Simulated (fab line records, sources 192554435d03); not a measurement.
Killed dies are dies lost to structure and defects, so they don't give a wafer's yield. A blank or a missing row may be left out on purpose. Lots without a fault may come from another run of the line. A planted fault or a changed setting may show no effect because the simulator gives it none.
Chamber matching | flow n5_finfet | N5_GATE_CUT_STRIP_42 on rie_diel-03: 4 sister chambers
The step strips in O2. 4 wafers are shown with their chamber, then 11 later ones without.

WAFERS WITH THEIR CHAMBER
wafer  | chamber | showerhead_plenum_p_Torr (Torr)
L083.5 | 1       | 2.15
L085.1 | 2       | 2.13
L086.4 | 3       | 2.20
L090.1 | 0       | 2.11

WAFERS WITHOUT THEIR CHAMBER
wafer  | showerhead_plenum_p_Torr (Torr)
L090.2 | 2.20
L090.3 | 2.14
L091.1 | 2.14
L091.3 | 2.11
L091.6 | 2.11
L093.1 | 2.14
L093.4 | 2.20
L093.6 | 2.12
L095.2 | 2.14
L095.4 | 2.10
L095.5 | 2.10

WHICH CHAMBER EACH WENT THROUGH
wafer  | from the rows above     | in truth
L090.2 | 3                       | 3
L090.3 | can't be placed: 1 or 2 | 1
L091.1 | can't be placed: 1 or 2 | 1
L091.3 | 0                       | 0
L091.6 | 0                       | 0
L093.1 | can't be placed: 1 or 2 | 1
L093.4 | 3                       | 3
L093.6 | can't be placed: 2 or 0 | 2
L095.2 | can't be placed: 1 or 2 | 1
L095.4 | 0                       | 0
L095.5 | 0                       | 0
Placed correctly: 6 of 11. Can't be placed from these rows: 5 (the true chamber is among the candidates in 5). Placed wrongly: 0.
How it was worked out, from the rows above alone: a wafer's distance from a chamber is the root of the sum, over the readings, of the square of ((its reading less the chamber's mean) divided by the reading's scatter). The wafer belongs to the nearest chamber; if the next one is less than 2 further off, it can't be placed. A chamber's mean is the mean of its shown wafers. The scatter: with one shown wafer a chamber, the root of the mean of the squares of how far each hidden wafer lies from its nearest shown one.
